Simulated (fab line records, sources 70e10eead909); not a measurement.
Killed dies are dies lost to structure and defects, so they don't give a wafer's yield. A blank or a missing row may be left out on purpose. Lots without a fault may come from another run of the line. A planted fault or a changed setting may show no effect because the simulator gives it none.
fab line records | flow nand_harc
record lots=7 wafers=21 last_day=32
route steps=1302 shown P_CONTACT@248 P_M0@253 END@1302
lots that met no fault: from a run of the same line without faults
start_h: hours from the record's first day to the start of the lot's first wafer shown | wait_h: hours since the lot's step before | " the same as in the row above | L1.1+2: a row that stands for several wafers | - no value, or no start given | * or withheld: withheld | < > ~ a bound
route shown NAME@n: a module of which the file shows steps, and the number in the route of the first | usual: mean/standard deviation of fault-free wafers | same: alike in all rows | chamber/n: place in a boat | sites: the reading at each site | _std_site: their standard deviation | _edge_site: outer sites' mean less inner sites' | radius_mm: how far each site lies from the wafer's centre | mask NAME#n: copy n | behind: the tool/chamber that last shaped the wafer | hold: why the lot was held/for how many hours/how that ended | device: the transistor (n, p or np) that didn't switch | end of line: the same wafers' tests at the end of the route | a step without rows: its recipe alone | killed: dies lost to structure and defects at the first sort, not the wafer's yield | map: a wafer's dies, x killed, . not, _ none there
set.NAME: the setting as run; set.NAME@STEP: as run at that earlier step | model.NAME: the simulator's own value behind a step, which no gauge read
lots at some steps of the route; a table a step, a row a wafer
services: from which hour (start_h, from the record's first day; less than 0 if before it) a tool's chamber was out of use, for how many hours, and why
## steps
# step NHARC_P_CONTACT_CVD_23
# recipe target_thk_a=2000 temp_c=300 pressure_torr=40 wf6_flow_sccm=40 h2_flow_sccm=1600 ar_flow_sccm=1560 time_s=557 material=W
# usual heater_power_outer_w=269/25 heater_power_w=483/30 throttle_valve_pct=8.01/0.28
# columns lot.wafer tool chamber start_h wait_h heater_power_outer_w heater_power_w throttle_valve_pct
L556.4 cvd_w-02 0 - - 252 470 7.75
L556.5 " 0 " " 256 475 7.76
L556.6 " 0 " " 254 485 7.78
L558.1 cvd_w-01 0 - - 305 519 7.78
L558.4 " 1 " " 261 468 8.33
L558.5 " 1 " " 262 453 8.26
L565.1 cvd_w-02 1 - - 245 442 8.05
L565.4 " 0 " " 260 487 7.92
L565.3 " 1 " " 254 453 8.19
L569.1 cvd_w-02 0 - - 250 483 8.13
L569.4 " 0 " " 253 492 7.89
L569.3 " 1 " " 249 455 8.22
L571.2 cvd_w-01 0 - - 302 517 7.89
L571.5 " 0 " " 315 523 7.82
L571.6 " 1 " " 257 464 8.42
L575.3 cvd_w-01 0 - - 310 520 7.81
L575.5 " 1 " " 268 464 8.32
L575.6 " 0 " " 318 526 7.78
L577.1 cvd_w-02 0 - - 258 481 7.75
L577.6 " 0 " " 256 475 7.84
L577.5 " 1 " " 237 430 8.20
# step NHARC_P_CONTACT_CMP_24
# recipe t_overpolish_s=30 target_thk_nm=200
# usual motor_current_A=12.2/1.7 overpolish_run_s=29.999/0.0092 time_to_endpoint_s=40.1/2.5
# columns lot.wafer tool chamber start_h wait_h motor_current_A overpolish_run_s time_to_endpoint_s
L556.4 cmp-03 2 140.76 0.5 9.6 30.003 41.1
L556.6 " 0 " " 14.5 29.994 38.4
L556.5 " 1 " " 13.1 29.998 40.7
L558.1 cmp-04 0 156.61 0.5 8.3 29.980 39.8
L558.4 " 2 " " 11.1 30.002 41.7
L558.5 " 1 " " 11.3 30.019 43.4
L565.1 cmp-04 2 229.10 0.5 11.2 30.011 40.1
L565.4 " 3 " " 13.1 29.988 39.3
L565.3 " 0 " " 8.4 29.999 39.0
L569.4 cmp-02 0 263.96 0.4 12.4 30.003 39.6
L569.3 " 1 " " 12.0 30.014 43.1
L569.1 " 2 " " 12.1 29.995 42.0
L571.2 cmp-03 2 286.40 0.6 9.9 29.984 41.4
L571.6 " 1 " " 12.5 30.008 39.9
L571.5 " 2 " " 9.7 30.000 40.2
L575.3 cmp-03 0 325.94 0.3 16.0 30.007 37.0
L575.6 " 3 " " 12.9 30.003 38.0
L575.5 " 0 " " 15.2 29.998 36.2
L577.1 cmp-03 0 347.80 0.6 15.9 29.996 38.6
L577.6 " 3 " " 12.9 29.992 38.9
L577.5 " 0 " " 15.2 30.009 36.0
# step NHARC_P_CONTACT_SRD_26
# step NHARC_P_CONTACT_INSPECT_27
# usual raw_defect_count=306/130
# columns lot.wafer tool chamber start_h wait_h raw_defect_count
L556.4 defect_inspect-02 - 141.12 0.1 288
L556.5 " - " " 255
L556.6 " - " " 271
L558.1 defect_inspect-01 - 157.04 0.1 330
L558.4 " - " " 180
L558.5 " - " " 278
L565.1 defect_inspect-02 - 229.47 0.1 189
L565.3 " - " " 284
L565.4 " - " " 286
L569.1 defect_inspect-02 - 264.34 0.1 343
L569.3 " - " " 530
L569.4 " - " " 449
L571.2 defect_inspect-02 - 286.77 0.1 425
L571.5 " - " " 189
L571.6 " - " " 279
L575.3 defect_inspect-01 - 326.32 0.1 266
L575.5 " - " " 432
L575.6 " - " " 510
L577.1 defect_inspect-01 - 348.18 0.1 257
L577.5 " - " " 217
L577.6 " - " " 243
# step NHARC_P_M0_DEP_00
# recipe target_thk_a=1500 target_thk_nm=150 temp_c=withheld pressure_torr=5 flow_sccm=200 rf_w=600 material=SiOC
# step NHARC_P_M0_DEHYDRATE_01
# recipe temp_c=150 time_s=120
# step NHARC_P_M0_HMDS_02
# recipe time_s=30
# step NHARC_P_M0_COAT_33
# recipe temp_c=200 time_s=65
# step NHARC_P_M0_COAT_03
# recipe spin_rpm=1500 resist_thk_nm=90
# step NHARC_P_M0_SOFTBAKE_04
# recipe temp_c=105 time_s=55
# step NHARC_P_M0_EBR_05
# step NHARC_P_M0_EXPOSE_06
# recipe na=1.35 target_cd_nm=90 dose_mj=81.28 mask_id=P_M0
# usual exposure_dose_mJ_cm2=81.18/0.085
# columns lot.wafer tool chamber start_h wait_h mask exposure_dose_mJ_cm2
L556.4 arfi_scanner-01 0 141.89 - P_M0#0 81.33
L556.5 " 0 " " P_M0#0 81.27
L556.6 " 0 " " P_M0#0 81.25
L558.1 arfi_scanner-03 0 157.68 - P_M0#0 81.10
L558.4 " 0 " " P_M0#0 81.19
L558.5 " 0 " " P_M0#0 81.07
L565.1 arfi_scanner-03 0 230.11 - P_M0#0 76.05
L565.3 " 0 " " P_M0#0 76.03
L565.4 " 0 " " P_M0#0 75.91
L569.1 arfi_scanner-03 0 265.10 - P_M0#0 76.87
L569.3 " 0 " " P_M0#0 76.95
L569.4 " 0 " " P_M0#0 77.01
L571.2 arfi_scanner-03 0 287.54 - P_M0#0 77.97
L571.5 " 0 " " P_M0#0 78.00
L571.6 " 0 " " P_M0#0 77.91
L575.3 arfi_scanner-02 0 326.97 - P_M0#0 81.12
L575.5 " 0 " " P_M0#0 81.06
L575.6 " 0 " " P_M0#0 81.17
L577.1 arfi_scanner-02 0 348.94 - P_M0#0 81.11
L577.5 " 0 " " P_M0#0 81.11
L577.6 " 0 " " P_M0#0 81.10
# step NHARC_P_M0_PEB_07
# recipe peb_temp_c=100 peb_time_s=65
# step NHARC_P_M0_DEVELOP_08
# recipe develop_time_s=35 dev_temp_c=23
# step NHARC_P_M0_CD_MEAS_09
# recipe target_cd_nm=90 landing_energy_ev=500
# usual cd_nm=89.8/0.72
# same landing_energy_ev=500
# columns lot.wafer tool chamber start_h wait_h hold cd_nm
L556.4 cd_sem-02 0 142.02 - - 89.1
L556.5 " 0 " " - 88.7
L556.6 " 0 " " - 90.3
L558.1 cd_sem-03 0 157.82 - - 91.4
L558.4 " 0 " " - 90.0
L558.5 " 0 " " - 89.0
L565.1 cd_sem-03 0 230.25 - await_dispo/0.2h/release 86.4
L565.3 " 0 " " await_dispo/0.2h/release 85.6
L565.4 " 0 " " await_dispo/0.2h/release 86.9
L565.1 cd_sem-03 0 - - - 86.5
L565.3 " 0 " " - 85.6
L565.4 " 0 " " - 87.2
L569.1 cd_sem-02 0 265.24 - await_dispo/0.2h/release 87.0
L569.3 " 0 " " await_dispo/0.2h/release 85.9
L569.4 " 0 " " await_dispo/0.2h/release 86.1
L569.1 cd_sem-02 0 - - - 86.5
L569.3 " 0 " " - 85.8
L569.4 " 0 " " - 85.9
L571.2 cd_sem-03 0 287.68 - await_dispo/0.2h/release 89.2
L571.5 " 0 " " await_dispo/0.2h/release 87.0
L571.6 " 0 " " await_dispo/0.2h/release 86.8
L571.2 cd_sem-03 0 - - - 89.4
L571.5 " 0 " " - 87.2
L571.6 " 0 " " - 87.4
L575.3 cd_sem-03 0 327.10 - - 90.5
L575.5 " 0 " " - 90.0
L575.6 " 0 " " - 91.5
L577.1 cd_sem-03 0 349.08 - - 89.0
L577.5 " 0 " " - 90.8
L577.6 " 0 " " - 90.8
# step NHARC_P_M0_OVL_MEAS_10
# recipe pitch_nm=180
# usual overlay_x_nm=-0.1/0.7 overlay_y_nm=0.1/0.8
# columns lot.wafer tool chamber start_h wait_h hold overlay_x_nm overlay_y_nm
L556.4 overlay-01 - 142.11 - - 1.1 1.0
L556.5 " - " " - 0.9 0.4
L556.6 " - " " - 1.0 0.6
L558.1 overlay-02 - 157.91 - - -0.1 -1.1
L558.4 " - " " - 0.4 -1.0
L558.5 " - " " - -0.3 -1.0
L565.1 overlay-01 - 231.93 - await_dispo/1.4h/release 0.0 -0.4
L565.3 " - " " await_dispo/1.4h/release 0.0 0.3
L565.4 " - " " await_dispo/1.4h/release -0.3 -0.4
L569.1 overlay-01 - 268.51 - await_dispo/3.0h/release -0.6 1.3
L569.3 " - " " await_dispo/3.0h/release -0.3 0.9
L569.4 " - " " await_dispo/3.0h/release -0.5 1.0
L571.2 overlay-01 - 287.95 - - -0.4 -0.2
L571.5 " - " " - -0.2 0.0
L571.6 " - " " - -0.3 -0.4
L575.3 overlay-01 - 327.19 - - -0.3 0.7
L575.5 " - " " - 0.4 0.8
L575.6 " - " " - 0.6 1.0
L577.1 overlay-01 - 349.17 - - -1.0 0.5
L577.5 " - " " - -0.7 1.1
L577.6 " - " " - -0.2 0.7
# step NHARC_P_M0_INSPECT_11
# usual raw_defect_count=4.5/2.4
# columns lot.wafer tool chamber start_h wait_h raw_defect_count
L556.4 defect_inspect-02 - 142.14 0.0 8
L556.5 " - " " 6
L556.6 " - " " 3
L558.1 defect_inspect-01 - 157.94 0.0 5
L558.4 " - " " 9
L558.5 " - " " 2
L565.1 defect_inspect-01 - 231.96 0.0 3
L565.3 " - " " 9
L565.4 " - " " 7
L569.1 defect_inspect-01 - 268.54 0.0 1
L569.3 " - " " 1
L569.4 " - " " 4
L571.2 defect_inspect-01 - 287.99 0.0 2
L571.5 " - " " 3
L571.6 " - " " 4
L575.3 defect_inspect-01 - 327.22 0.0 9
L575.5 " - " " 1
L575.6 " - " " 7
L577.1 defect_inspect-01 - 349.21 0.0 6
L577.5 " - " " 3
L577.6 " - " " 3
# step NHARC_P_M0_DESCUM_14
# recipe time_s=3 o2_flow_sccm=200 ar_flow_sccm=0 bias_power_w=0 chemistry=O2
# usual drypump_motor_current_A=5.8/0.37 oes_product_au=1.000/0.012 rf_vpp_V=57.8/0.84 showerhead_plenum_p_Torr=1.93/0.055 throttle_valve_pct=11.310/0.0086
# columns lot.wafer tool chamber start_h wait_h drypump_motor_current_A oes_product_au rf_hours_counter_h rf_vpp_V showerhead_plenum_p_Torr throttle_valve_pct model.P_M0.cd_nm
L556.4 rie_diel-11 2 142.23 0.1 5.4 0.998 8 57.5 1.97 11.321 88.77
L556.6 " 3 " " 6.2 1.000 - 59.2 2.03 11.312 90
L556.5 " 0 " " 5.7 0.997 - 55.9 1.89 11.299 88.42
L558.4 rie_diel-10 3 158.01 0.1 6.2 1.000 32 58.1 1.90 11.310 90.93
L558.1 " 0 " " 5.7 0.980 38 57.8 1.90 11.297 90.37
L558.5 " 2 " " 5.8 0.977 - 58.3 1.90 11.329 89.28
L565.3 rie_diel-11 3 232.10 0.1 6.2 0.999 26 58.8 2.02 11.305 85.05
L565.1 " 1 " " 6.0 1.013 26 58.4 1.96 11.310 86
L565.4 " 3 " " 6.2 0.995 - 57.6 2.02 11.305 86.85
L569.3 rie_diel-11 3 268.71 0.2 6.2 1.031 0 58.1 2.02 11.305 85.06
L569.1 " 2 " " 5.3 0.998 0 58.8 1.97 11.292 85.75
L569.4 " 2 " " 5.3 1.013 - 57.9 1.97 11.298 84.74
L571.2 rie_diel-09 2 288.32 0.3 6.1 1.002 42 58.3 1.81 11.307 89.23
L571.5 " 3 " " 5.8 0.995 - 58.3 1.92 11.311 87.29
L571.6 " 0 " " 6.0 1.027 - 57.9 1.90 11.303 86.43
L575.3 rie_diel-11 3 327.31 0.1 6.2 1.021 10 57.5 2.02 11.312 90
L575.6 " 0 " " 5.8 1.008 - 58.7 1.88 11.311 91.54
L575.5 " 1 " " 6.0 0.995 - 58.1 1.95 11.309 90.09
L577.1 rie_diel-09 0 349.28 0.1 6.1 1.002 5 57.3 1.90 11.326 90.15
L577.6 " 3 " " 5.9 0.994 - 58.3 1.92 11.296 92
L577.5 " 2 " " 6.2 1.017 - 57.9 1.81 11.313 91.38
# step NHARC_P_M0_ETCH_34
# recipe target_depth_a=400 overetch_a=120 time_s=43.94 ion_energy_ev=200 n2_flow_sccm=150 h2_flow_sccm=150 ar_flow_sccm=0 rf_w=400 bias_w=150 chemistry=N2/H2
# usual drypump_motor_current_A=5.8/0.36 oes_product_au=1.002/0.012 rf_vpp_V=430.9/1.9 showerhead_plenum_p_Torr=2.06/0.062 throttle_valve_pct=14.171/0.009
# columns lot.wafer tool chamber start_h wait_h drypump_motor_current_A oes_product_au rf_hours_counter_h rf_vpp_V showerhead_plenum_p_Torr throttle_valve_pct
L556.4 rie_diel-11 3 142.31 0.1 6.3 1.003 8 433.5 2.17 14.167
L556.6 " 0 " " 5.8 0.997 - 431.3 2.02 14.174
L556.5 " 1 " " 6.0 1.015 - 431.5 2.10 14.168
L558.1 rie_diel-10 3 158.14 0.1 6.2 1.004 32 431.8 2.03 14.181
L558.4 " 0 " " 5.7 0.980 38 428.7 2.02 14.167
L558.5 " 0 " " 5.7 0.974 - 429.7 2.02 14.169
L565.1 rie_diel-11 1 232.27 0.1 5.9 1.015 26 431.1 2.09 14.164
L565.3 " 2 " " 5.3 0.992 25 432.8 2.10 14.163
L565.4 " 3 " " 6.2 1.002 - 435.1 2.16 14.180
L569.3 rie_diel-11 3 268.83 0.1 6.2 1.024 0 433.1 2.16 14.168
L569.1 " 0 " " 5.8 1.004 0 429.4 2.01 14.168
L569.4 " 2 " " 5.4 1.005 - 432.4 2.10 14.185
L571.2 rie_diel-09 2 288.40 0.1 6.1 0.995 43 426.3 1.93 14.167
L571.6 " 3 " " 5.8 0.999 - 431.0 2.05 14.168
L571.5 " 0 " " 6.0 1.027 - 429.9 2.03 14.176
L575.3 rie_diel-11 1 327.38 0.1 6.0 0.998 9 431.8 2.08 14.168
L575.5 " 3 " " 6.2 1.027 - 433.4 2.15 14.164
L575.6 " 0 " " 5.8 1.009 - 431.3 2.01 14.172
L577.1 rie_diel-09 2 349.38 0.1 6.1 1.007 5 427.1 1.92 14.162
L577.6 " 0 " " 6.0 0.995 - 432.3 2.02 14.183
L577.5 " 3 " " 5.8 1.004 - 430.2 2.05 14.179
# step NHARC_P_M0_ETCH_15
# recipe target_depth_a=1500 overetch_a=150 time_s=82.5 c4f8_flow_sccm=withheld ar_flow_sccm=400 rf_w=600 bias_w=300 chemistry=C4F8/Ar
# usual oes_product_au=0.956/0.022 rf_vpp_V=441.4/1.8
# columns lot.wafer tool chamber start_h wait_h oes_product_au rf_hours_counter_h rf_vpp_V model.P_M0.cd_nm
L556.4 rie_diel-11 3 - - 0.958 8 444.7 87.77
L556.6 " 1 " " 0.977 - 442.4 90.17
L556.5 " 2 " " 0.957 - 442.3 87.82
L558.4 rie_diel-10 2 - - 0.923 31 440.7 91.08
L558.1 " 3 " " 0.955 32 442.2 90.59
L558.5 " 2 " " 0.930 - 441.7 89.28
L565.3 rie_diel-11 3 - - 0.960 26 444.1 85.7
L565.1 " 1 " " 0.985 26 442.8 85.78
L565.4 " 2 " " 0.958 - 442.9 85.94
L569.3 rie_diel-11 2 - - 0.956 0 442.6 84.96
L569.1 " 0 " " 0.966 0 440.0 85.86
L569.4 " 2 " " 0.955 - 442.4 84.78
L571.2 rie_diel-09 0 - - 0.947 42 440.7 89.19
L571.6 " 3 " " 0.924 - 440.3 85.89
L571.5 " 0 " " 0.950 - 440.5 86.36
L575.3 rie_diel-11 0 - - 0.961 10 439.4 89.52
L575.6 " 2 " " 0.961 - 442.4 91.24
L575.5 " 3 " " 0.987 - 444.0 89.94
L577.1 rie_diel-09 3 - - 0.970 5 441.2 89.45
L577.6 " 2 " " 0.969 - 436.8 91.79
L577.5 " 0 " " 0.964 - 440.3 90.39
# step NHARC_P_M0_CD_MEAS_16
# usual cd_nm=89.3/1.1
# columns lot.wafer tool chamber start_h wait_h hold cd_nm
L556.4 cd_sem-01 - 142.57 - - 87.6
L556.5 " - " " - 88.1
L556.6 " - " " - 90.3
L558.1 cd_sem-01 - 158.37 - - 90.4
L558.4 " - " " - 91.1
L558.5 " - " " - 89.1
L565.1 cd_sem-03 - 232.76 - await_dispo/0.2h/release 86.1
L565.3 " - " " await_dispo/0.2h/release 85.5
L565.4 " - " " await_dispo/0.2h/release 85.8
L565.1 cd_sem-03 - 232.94 0.2 - 85.9
L565.3 " - " " - 85.6
L565.4 " - " " - 85.8
L569.1 cd_sem-03 - 269.23 - await_dispo/0.2h/release 86.1
L569.3 " - " " await_dispo/0.2h/release 85.3
L569.4 " - " " await_dispo/0.2h/release 85.1
L569.1 cd_sem-03 - 269.42 0.2 - 85.7
L569.3 " - " " - 84.9
L569.4 " - " " - 84.6
L571.2 cd_sem-03 - 288.59 - - 89.8
L571.5 " - " " - 86.4
L571.6 " - " " - 85.8
L575.3 cd_sem-03 - 327.59 - - 89.4
L575.5 " - " " - 90.3
L575.6 " - " " - 91.3
L577.1 cd_sem-02 - 349.61 - - 89.6
L577.5 " - " " - 90.3
L577.6 " - " " - 92.0
# step NHARC_P_M0_STRIP_18
# recipe power_w=1000 n2_flow_sccm=150 h2_flow_sccm=150 ar_flow_sccm=0 bias_w=0 chemistry=N2/H2
# usual drypump_motor_current_A=5.8/0.37 oes_product_au=1.005/0.012 rf_vpp_V=90.8/0.91 showerhead_plenum_p_Torr=2.07/0.06 throttle_valve_pct=14.172/0.009
# columns lot.wafer tool chamber start_h wait_h hold drypump_motor_current_A oes_product_au rf_hours_counter_h rf_vpp_V showerhead_plenum_p_Torr throttle_valve_pct
L556.4 rie_diel-11 1 142.72 0.1 - 6.0 1.019 9 92.0 2.10 14.173
L556.5 " 2 " " - 5.3 1.006 - 89.7 2.11 14.179
L556.6 " 3 " " - 6.3 0.998 - 91.0 2.17 14.146
L558.4 rie_diel-11 1 158.49 0.1 - 6.0 1.017 14 91.2 2.09 14.174
L558.1 " 2 " " - 5.4 1.005 11 91.2 2.11 14.181
L558.5 " 3 " " - 6.2 1.008 - 90.9 2.17 14.164
L565.4 rie_diel-09 2 233.02 0.1 - 6.1 1.024 28 89.3 1.93 14.171
L565.3 " 0 " " - 6.0 1.023 25 90.7 2.03 14.164
L565.1 " 1 " " - 6.3 1.002 28 90.1 2.01 14.169
L569.4 rie_diel-10 2 276.15 6.7 await_dispo/5.1h/release 5.7 0.998 4 90.5 2.02 14.153
L569.1 " 3 " " await_dispo/5.1h/release 6.2 1.012 3 90.3 2.02 14.170
L569.3 " 0 " " await_dispo/5.1h/release 5.8 1.006 4 90.1 2.01 14.171
L571.2 rie_diel-09 2 288.67 0.1 - 6.1 1.003 43 90.3 1.93 14.172
L571.6 " 2 " " - 6.1 1.001 - 89.7 1.93 14.164
L571.5 " 3 " " - 5.8 1.001 - 90.1 2.05 14.169
L575.3 rie_diel-11 1 327.71 0.1 - 6.0 1.005 9 92.0 2.08 14.166
L575.6 " 3 " " - 6.2 1.023 - 91.8 2.15 14.170
L575.5 " 0 " " - 5.8 1.010 - 91.6 2.01 14.164
L577.1 rie_diel-11 0 349.74 0.1 - 5.8 1.005 14 90.1 2.01 14.164
L577.6 " 2 " " - 5.4 0.985 - 90.7 2.09 14.169
L577.5 " 3 " " - 6.3 1.010 - 92.5 2.15 14.177
# step NHARC_END_SORT_01
# recipe temp_c=25
# usual defect_limited_yield=90/3.8 killed_at_array=61/26 killed_at_other=0.8/1.1 killed_at_periphery=4.0/2.6 killed_dies=66/26 killed_open=3.1/1.7 killed_short=2.5/1.5
# same gross_dies=677
# columns lot.wafer tool chamber start_h wait_h defect_limited_yield[%] killed_at_array killed_at_other killed_at_periphery killed_dies killed_open killed_short
L556.4 prober-02 0 577.91 3.4 86 85 0 8 93 6 3
L556.5 prober-02 0 578.71 3.7 84 104 0 7 111 4 4
L556.6 prober-02 0 579.52 4.0 83 110 0 4 114 5 4
L565.1 prober-02 0 690.00 2.5 89 67 3 2 72 2 1
L565.3 prober-02 0 691.64 3.1 87 75 1 9 85 6 2
L565.4 prober-02 0 692.47 3.5 91 58 2 4 64 2 3
L569.1 prober-01 0 710.62 2.5 96 23 1 2 26 3 5
L569.3 prober-01 0 712.23 3.1 96 27 0 1 28 3 2
L569.4 prober-01 0 713.04 3.4 96 19 1 5 25 1 1
L571.2 prober-01 0 720.85 2.8 96 25 2 1 28 3 4
L571.5 prober-01 0 723.23 3.7 95 31 0 1 32 4 1
L571.6 prober-01 0 724.02 4.0 95 27 1 3 31 1 1
# killed by level:class
L556.4 A_CHANNEL_HOLE_D2:chamber_film_flake=32 A_SLIT:chamber_film_flake=23 A_CHANNEL_HOLE_D1:chamber_film_flake=21 P_STI:chamber_film_flake=3 P_M2:geometric_particle:open=2 A_ONON_D1:geometric_particle:open=2 A_STAIRCASE:chamber_film_flake=2 A_SGD_CUT:chamber_film_flake=2
L556.5 A_CHANNEL_HOLE_D2:chamber_film_flake=37 A_CHANNEL_HOLE_D1:chamber_film_flake=31 A_SLIT:chamber_film_flake=24 A_STAIRCASE:chamber_film_flake=4 P_ZERO_WELL:chamber_film_flake=2 P_M1:geometric_particle:open=1 P_BONDPAD:geometric_particle:open=1 A_ONON_D1:geometric_particle:short=1
L556.6 A_CHANNEL_HOLE_D2:chamber_film_flake=39 A_CHANNEL_HOLE_D1:chamber_film_flake=33 A_SLIT:chamber_film_flake=23 A_STAIRCASE:chamber_film_flake=4 P_CONTACT:geometric_particle:open=2 A_CHANNEL_FILL_D2:geometric_particle:short=2 A_CONTACT:chamber_film_flake=2 A_ONON_D1:geometric_particle:open=1
L565.1 A_SLIT:chamber_film_flake=33 A_CONTACT:chamber_film_flake=13 A_CHANNEL_HOLE_D2:chamber_film_flake=8 A_CHANNEL_HOLE_D1:chamber_film_flake=6 THIN_TSV:chamber_film_flake=3 P_GATE:chamber_film_flake=2 A_CHANNEL_FILL_D2:chamber_film_flake=2 A_ONON_D1:geometric_particle:short=1
L565.3 A_SLIT:chamber_film_flake=29 A_CONTACT:chamber_film_flake=16 A_CHANNEL_HOLE_D1:chamber_film_flake=10 A_CHANNEL_HOLE_D2:chamber_film_flake=10 P_GATE:chamber_film_flake=6 A_CHANNEL_FILL_D1:geometric_particle:open=2 A_STAIRCASE:chamber_film_flake=2 P_GATE:geometric_particle:open=1
L565.4 A_SLIT:chamber_film_flake=29 A_CHANNEL_HOLE_D2:chamber_film_flake=12 A_CONTACT:chamber_film_flake=5 P_GATE:chamber_film_flake=3 A_CHANNEL_FILL_D2:chamber_film_flake=3 A_WL_FILL:geometric_particle:short=2 A_CHANNEL_HOLE_D1:chamber_film_flake=2 P_BONDPAD:geometric_particle:open=1
L569.1 A_CHANNEL_HOLE_D1:chamber_film_flake=7 A_SLIT:chamber_film_flake=3 A_CHANNEL_FILL_D1:geometric_particle:short=2 P_M0:chamber_film_flake=2 A_DECK1_JOINT:chamber_film_flake=2 A_CONTACT:chamber_film_flake=2 A_CHANNEL_HOLE_D1:geometric_particle:short=1 A_CHANNEL_FILL_D1:geometric_particle:open=1
L569.3 A_CHANNEL_HOLE_D1:chamber_film_flake=9 A_CONTACT:chamber_film_flake=6 A_DECK1_JOINT:chamber_film_flake=3 A_STAIRCASE:chamber_film_flake=3 A_DECK1_JOINT:geometric_particle:open=1 A_ONON_D2:geometric_particle:open=1 A_STAIRCASE:geometric_particle:short=1 A_SGD_CUT:geometric_particle:open=1
L569.4 A_CHANNEL_HOLE_D1:chamber_film_flake=11 P_M0:chamber_film_flake=4 A_DECK1_JOINT:chamber_film_flake=4 A_CONTACT:chamber_film_flake=2 A_CHANNEL_FILL_D2:geometric_particle:open=1 A_WL_FILL:geometric_particle:short=1 P_GATE:chamber_film_flake=1 THIN_TSV:chamber_film_flake=1
L571.2 A_CONTACT:chamber_film_flake=6 A_CHANNEL_HOLE_D1:chamber_film_flake=5 A_SGD_CUT:chamber_film_flake=3 A_STAIRCASE:chamber_film_flake=2 A_SLIT:chamber_film_flake=2 A_ONON_D1:geometric_particle:short=1 A_ONON_D1:geometric_particle:open=1 A_ONON_D2:geometric_particle:open=1
L571.5 A_CHANNEL_HOLE_D1:chamber_film_flake=8 A_SLIT:chamber_film_flake=6 A_STAIRCASE:chamber_film_flake=4 A_CONTACT:chamber_film_flake=3 A_SGD_CUT:chamber_film_flake=2 A_CHANNEL_FILL_D1:geometric_particle:open=1 A_STAIRCASE:geometric_particle:open=1 A_SGD_CUT:geometric_particle:open=1
L571.6 A_CHANNEL_HOLE_D1:chamber_film_flake=14 A_SLIT:chamber_film_flake=4 A_CONTACT:chamber_film_flake=3 P_GATE:chamber_film_flake=2 A_STAIRCASE:geometric_particle:open=1 A_WL_FILL:geometric_particle:short=1 P_ZERO_WELL:chamber_film_flake=1 A_ZERO_WELL:chamber_film_flake=1
## services
# columns tool chamber start_h hours kind
rie_diel-10 3 125.96 7.4 repair
cvd_w-02 1 131.56 12.6 repair
rie_diel-09 - 143.14 9.0 pm
rie_diel-11 2 148.19 4.6 repair
arfi_scanner-03 - 157.89 0.2 repair
cmp-03 - 162.00 4.0 pm
rie_diel-10 1 184.91 2.1 repair
rie_diel-11 0 187.07 14.1 repair
arfi_scanner-03 - 196.00 4.0 pm
cmp-03 - 197.91 0.9 repair
rie_diel-11 1 214.59 6.3 repair
arfi_scanner-03 - 215.87 3.9 repair
rie_diel-11 0 225.97 5.3 repair
rie_diel-10 - 242.57 9.0 pm
rie_diel-09 3 254.32 1.8 repair
rie_diel-11 - 255.66 9.0 pm
cmp-03 - 260.08 4.0 pm
cvd_w-02 - 269.00 13.0 pm
rie_diel-10 2 289.33 49.8 repair
rie_diel-09 - 320.18 9.0 pm
arfi_scanner-03 - 324.87 3.2 repair
rie_diel-09 1 330.97 22.5 repair
rie_diel-09 2 336.18 2.1 repair
cmp-03 - 337.91 0.4 repair
## key
first_sign step=NHARC_P_M0_EXPOSE_06 reading=exposure_dose_mJ_cm2 direction=down sigmas=50 usual=81.18 struck=76.97
effect step=NHARC_P_M0_CD_MEAS_09 reading=visit direction=added through=control_loop
effect step=NHARC_P_M0_CD_MEAS_16 reading=visit direction=added through=control_loop
model_effect step=NHARC_P_M0_DESCUM_14 value=P_M0.cd_nm without=89.54 struck=86.27
model_effect step=NHARC_P_M0_ETCH_15 value=P_M0.cd_nm without=89.33 struck=86.05
met_at NHARC_P_M0_EXPOSE_06
struck_wafers L565.1,L565.3,L565.4,L569.1,L569.3,L569.4,L571.2,L571.5,L571.6
loop_trim step=NHARC_P_M0_EXPOSE_06 setting=dose lots=L569,L571
onset_between 157.68 230.11
fault kind=process_parameter_drift tool=arfi_scanner-03 chamber=- onset_h=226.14 steps=NHARC_P_M0_EXPOSE_06 channel=dose_mj offset=-5.1523 shape=step acts_in=these_recipes_only stated=81.28
# loop_trim: a control loop set the setting to another value than it would have without faults
